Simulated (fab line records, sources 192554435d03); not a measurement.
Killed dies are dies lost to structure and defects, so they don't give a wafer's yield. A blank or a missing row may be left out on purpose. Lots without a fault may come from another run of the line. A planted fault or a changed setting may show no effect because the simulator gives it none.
Which tool did it? | flow n5_finfet | 10 lots, 30 wafers sampled, at 5 steps of a route of 1938

WHAT THE GAUGES READ, wafer by wafer
The record holds no reading of a measuring or inspecting step that can be judged against a usual standard deviation.

WHICH TOOL RAN EACH LOT (tool, then ch and the chambers of the sampled wafers, then the start)
lot  | N5_BEOL_M7_STRIP_67                | N5_BEOL_M7_ETCH_72                 | N5_BEOL_M7_ETCH_65                 | N5_BEOL_M7_ETCH_41                            | N5_PASSIVATION_PROBE_49
L597 | rie_diel-02 ch 1,2,3, day 8 23:47  | rie_diel-02 ch 0,1,2, day 9 02:35  | rie_diel-02 ch 0,1,2, day 9 02:35  | rie_diel-02 ch 0,1,2, no start                | -
L604 | rie_diel-02 ch 2,3, day 10 06:53   | rie_diel-01 ch 2,3, day 10 07:44   | rie_diel-01 ch 2,3, day 10 07:44   | rie_diel-01 ch 2,3, no start                  | -
L602 | rie_diel-03 ch 0,2,3, day 10 10:40 | rie_diel-02 ch 0,1,3, day 10 11:35 | rie_diel-02 ch 0,1,3, day 10 11:36 | rie_diel-02 ch 0,1,3, no start                | -
L605 | rie_diel-01 ch 0,1, day 10 16:28   | rie_diel-01 ch 0,1,2, day 10 18:07 | rie_diel-01 ch 0,1,2, day 10 18:08 | rie_diel-01 ch 0,1,2, no start                | -
L608 | rie_diel-01 ch 1,2,3, day 12 04:17 | rie_diel-01 ch 1,2,3, day 12 06:56 | rie_diel-01 ch 1,2,3, day 12 06:58 | rie_diel-01 ch 1,2,3, no start                | -
L609 | rie_diel-02 ch 0,2,3, day 12 16:19 | rie_diel-01 ch 0,1,3, day 12 18:35 | rie_diel-01 ch 0,1,3, day 12 18:37 | rie_diel-01 ch 0,1,3, no start                | -
L612 | rie_diel-03 ch 1,2,3, day 12 19:16 | rie_diel-02 ch 0,1,3, day 12 20:50 | rie_diel-02 ch 0,1,3, day 12 20:51 | rie_diel-02 ch 0,1,3, day 16 00:06 or earlier | prober-01, day 16 00:06
L611 | rie_diel-03 ch 1,2,3, day 13 03:20 | rie_diel-02 ch 0,1, day 13 04:12   | rie_diel-02 ch 0,1, day 13 04:13   | rie_diel-02 ch 0,1, day 16 14:34 or earlier   | prober-02, day 16 14:34
L616 | rie_diel-03 ch 2,3, day 13 12:57   | rie_diel-03 ch 0,2, day 13 14:34   | rie_diel-03 ch 0,2, day 13 14:35   | rie_diel-03 ch 0,2, no start                  | -
L615 | rie_diel-01 ch 0,3, day 13 21:54   | rie_diel-03 ch 0,3, day 13 23:17   | rie_diel-03 ch 0,3, day 13 23:19   | rie_diel-03 ch 0,3, no start                  | -
- N5_BEOL_M7_STRIP_67: strips in CF4.
- N5_BEOL_M7_ETCH_72: etches underlayer in N2/H2, target depth 6.5 nm, time 5.2 s.
- N5_BEOL_M7_ETCH_65: etches SiARC in CF4, target depth 15.6 nm, time 26 s.
- N5_BEOL_M7_ETCH_41: etches SiCN in CH3F/O2, target depth 31.9 nm, time 57.8 s.
- N5_PASSIVATION_PROBE_49

WHAT THE TOOLS THEMSELVES READ (means of the sampled wafers that have a number; where no wafer has one, the mark that the record gives instead)
N5_BEOL_M7_STRIP_67. Usual: drypump_motor_current_A 5.6 A, standard deviation 0.5; oes_product_au 0.76 a.u., standard deviation 0.06; rf_vpp_V 272.0 V, standard deviation 1.8; showerhead_plenum_p_Torr 1.82 Torr, standard deviation 0.066; throttle_valve_pct 13.70 %, standard deviation 0.19.
lot  | tool        | drypump_motor_current_A (A) | oes_product_au (a.u.) | rf_vpp_V (V) | showerhead_plenum_p_Torr (Torr) | throttle_valve_pct (%) | flag
L597 | rie_diel-02 | 5.5                         | 0.78                  | 269.7        | 1.75                            | 13.55                  |
L604 | rie_diel-02 | 5.8                         | 0.83                  | 271.8        | 1.81                            | 13.58                  |
L602 | rie_diel-03 | 5.9                         | 0.75                  | 271.9        | 1.84                            | 13.69                  |
L605 | rie_diel-01 | 6.1                         | 0.75                  | 272.5        | 1.87                            | 13.79                  |
L608 | rie_diel-01 | 5.3                         | 0.82                  | 273.3        | 1.85                            | 13.64                  |
L609 | rie_diel-02 | 5.7                         | 0.76                  | 270.4        | 1.77                            | 13.75                  |
L612 | rie_diel-03 | 5.8                         | 0.73                  | 272.1        | 1.83                            | 13.69                  |
L611 | rie_diel-03 | 5.8                         | 0.73                  | 271.8        | 1.83                            | 13.69                  |
L616 | rie_diel-03 | 6.0                         | 0.74                  | 272.1        | 1.86                            | 13.64                  |
L615 | rie_diel-01 | 5.5                         | 0.72                  | 271.2        | 1.80                            | 13.85                  |

N5_BEOL_M7_ETCH_72. Usual: drypump_motor_current_A 5.6 A, standard deviation 0.48; etch_rf_on_time_s 5.22 s, standard deviation 0.11; oes_product_au 0.64 a.u., standard deviation 0.052; rf_vpp_V 524.7 V, standard deviation 3; showerhead_plenum_p_Torr 2.58 Torr, standard deviation 0.1; throttle_valve_pct 18.00 %, standard deviation 0.21.
lot  | tool        | drypump_motor_current_A (A) | etch_rf_on_time_s (s) | oes_product_au (a.u.) | rf_vpp_V (V) | showerhead_plenum_p_Torr (Torr) | throttle_valve_pct (%) | flag
L597 | rie_diel-02 | 5.4                         | 5.25                  | 0.63                  | 521.5        | 2.43                            | 17.96                  |
L604 | rie_diel-01 | 4.9                         | 5.08                  | 0.73                  | 527.3        | 2.64                            | 17.87                  |
L602 | rie_diel-02 | 5.3                         | 5.28                  | 0.64                  | 522.9        | 2.54                            | 17.82                  |
L605 | rie_diel-01 | 5.6                         | 5.19                  | 0.69                  | 528.1        | 2.68                            | 18.00                  |
L608 | rie_diel-01 | 5.3                         | 3.86                  | 0.85                  | 527.9        | 2.64                            | 18.04                  | OFF
L609 | rie_diel-01 | 5.7                         | 4.59                  | 0.71                  | 527.0        | 2.62                            | 18.15                  | OFF
L612 | rie_diel-02 | 5.3                         | 5.28                  | 0.63                  | 523.6        | 2.53                            | 17.86                  |
L611 | rie_diel-02 | 5.0                         | 5.28                  | 0.60                  | 520.8        | 2.44                            | 17.81                  |
L616 | rie_diel-03 | 5.7                         | 5.20                  | 0.61                  | 525.0        | 2.55                            | 18.00                  |
L615 | rie_diel-03 | 5.5                         | 5.29                  | 0.60                  | 523.7        | 2.56                            | 18.06                  |

N5_BEOL_M7_ETCH_65. Usual: drypump_motor_current_A 5.5 A, standard deviation 0.48; etch_rf_on_time_s 26.1 s, standard deviation 0.52; oes_product_au 0.64 a.u., standard deviation 0.051; rf_vpp_V 184.4 V, standard deviation 1.2; showerhead_plenum_p_Torr 2.17 Torr, standard deviation 0.076; throttle_valve_pct 15.75 %, standard deviation 0.19.
lot  | tool        | drypump_motor_current_A (A) | etch_rf_on_time_s (s) | oes_product_au (a.u.) | rf_vpp_V (V) | showerhead_plenum_p_Torr (Torr) | throttle_valve_pct (%) | flag
L597 | rie_diel-02 | 5.4                         | 26.2                  | 0.64                  | 183.6        | 2.05                            | 15.70                  |
L604 | rie_diel-01 | 4.9                         | 24.8                  | 0.74                  | 184.7        | 2.22                            | 15.56                  |
L602 | rie_diel-02 | 5.3                         | 26.2                  | 0.65                  | 184.1        | 2.14                            | 15.59                  |
L605 | rie_diel-01 | 5.6                         | 26.1                  | 0.70                  | 184.6        | 2.24                            | 15.65                  |
L608 | rie_diel-01 | 5.3                         | 25.6                  | 0.70                  | 186.2        | 2.21                            | 15.68                  |
L609 | rie_diel-01 | 5.7                         | 26.2                  | 0.64                  | 184.9        | 2.20                            | 15.82                  |
L612 | rie_diel-02 | 5.3                         | 26.4                  | 0.63                  | 183.9        | 2.13                            | 15.63                  |
L611 | rie_diel-02 | 5.0                         | 26.7                  | 0.59                  | 183.1        | 2.06                            | 15.58                  |
L616 | rie_diel-03 | 5.7                         | 26.0                  | 0.61                  | 183.3        | 2.16                            | 15.86                  |
L615 | rie_diel-03 | 5.5                         | 26.0                  | 0.61                  | 183.9        | 2.16                            | 15.94                  |

N5_BEOL_M7_ETCH_41. Usual: CH3F_flow_sccm 30.02 sccm, standard deviation 0.092; drypump_motor_current_A 5.6 A, standard deviation 0.49; oes_product_au 0.75 a.u., standard deviation 0.059; rf_vpp_V 297.9 V, standard deviation 1.7; showerhead_plenum_p_Torr 2.03 Torr, standard deviation 0.073; throttle_valve_pct 16.47 %, standard deviation 0.18.
lot  | tool        | CH3F_flow_sccm (sccm) | drypump_motor_current_A (A) | oes_product_au (a.u.) | rf_vpp_V (V) | showerhead_plenum_p_Torr (Torr) | throttle_valve_pct (%) | flag
L597 | rie_diel-02 | 30.01                 | 5.4                         | 0.74                  | 295.8        | 1.92                            | 16.44                  |
L604 | rie_diel-01 | 30.05                 | 4.9                         | 0.86                  | 298.4        | 2.08                            | 16.35                  |
L602 | rie_diel-02 | 29.99                 | 5.3                         | 0.76                  | 297.6        | 2.01                            | 16.36                  |
L605 | rie_diel-01 | 30.09                 | 5.6                         | 0.81                  | 298.9        | 2.09                            | 16.36                  |
L608 | rie_diel-01 | 30.00                 | 5.3                         | 0.81                  | 298.8        | 2.07                            | 16.43                  |
L609 | rie_diel-01 | 30.04                 | 5.7                         | 0.75                  | 298.3        | 2.05                            | 16.51                  |
L612 | rie_diel-02 | 30.07                 | 5.3                         | 0.74                  | 298.2        | 2.00                            | 16.41                  |
L611 | rie_diel-02 | 29.96                 | 5.0                         | 0.69                  | 295.2        | 1.93                            | 16.34                  |
L616 | rie_diel-03 | 29.99                 | 5.7                         | 0.71                  | 298.3        | 2.01                            | 16.53                  |
L615 | rie_diel-03 | 30.00                 | 5.5                         | 0.72                  | 298.3        | 2.01                            | 16.61                  |

N5_PASSIVATION_PROBE_49. Usual: defect_limited_yield 91.6 %, standard deviation 1.2; killed_at_M0_to_M3 33, standard deviation 9.4; killed_at_M4_up 13, standard deviation 5.2; killed_at_contacts 13, standard deviation 5.6; killed_at_front_end 37, standard deviation 9.5; killed_at_other 4, standard deviation 3.1; killed_dies 99, standard deviation 15; killed_open 65, standard deviation 11; killed_short 32, standard deviation 7.5; sort_bin_5_function 4.9 %, standard deviation 0.77; sort_bin_6_memory 3.1 %, standard deviation 0.65; sort_n_pass 1081, standard deviation 15; sort_yield_pct 91.6 %, standard deviation 1.2.
lot  | tool      | defect_limited_yield (%) | killed_at_M0_to_M3 | killed_at_M4_up | killed_at_contacts | killed_at_front_end | killed_at_other | killed_dies | killed_open | killed_short | sort_bin_5_function (%) | sort_bin_6_memory (%) | sort_n_pass | sort_yield_pct (%) | flag
L612 | prober-01 | 90.5                     | 42                 | 8               | 10                 | 49                  | 4               | 112         | 75          | 37           | 5.4                     | 3.8                   | 1068        | 90.5               |
L611 | prober-02 | 92.8                     | 22                 | 18              | 6                  | 39                  | 0               | 85          | 52          | 33           | 4.1                     | 3.0                   | 1095        | 92.8               |

THE ANSWER, worked out from the rows above alone
Rule: a lot is off if the mean of its wafers that have a number lies more than 3 standard deviations from the usual mean. A lot without any number at a reading at which 4 lots or more have one is off too. The other lots that the step has rows for count as sound. The gauges are gone through in route order, then the tools' own readings, and for those a lot's mean is taken as printed above. The first step at which some lot is off is used, and at that step the reading that is off furthest; a lot without a number counts as furthest.
Off: L608, L609, at N5_BEOL_M7_ETCH_72 (etch_rf_on_time_s).
A tool fits if, at that step or a process step before it, it ran every lot that is off, and no sound lot after the first of them. One fits: rie_diel-01 at N5_BEOL_M7_ETCH_72. Its last sound lot is L605 (day 10 18:07), its first lot that is off L608 (day 12 06:56): a fault that began between those two fits.
The tool's own readings at N5_BEOL_M7_ETCH_72 bear it out: on the lots that are off they differ by more than 5 times the standard deviation of the sound lots' means. etch_rf_on_time_s reads 4.22 s there against 5.23 s on the sound lots.

WHAT THE SIMULATOR HAD PUT IN
Process parameter drift: rie_diel-01, from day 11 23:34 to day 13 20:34, at N5_BEOL_M7_ETCH_72. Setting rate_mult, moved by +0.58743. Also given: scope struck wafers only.
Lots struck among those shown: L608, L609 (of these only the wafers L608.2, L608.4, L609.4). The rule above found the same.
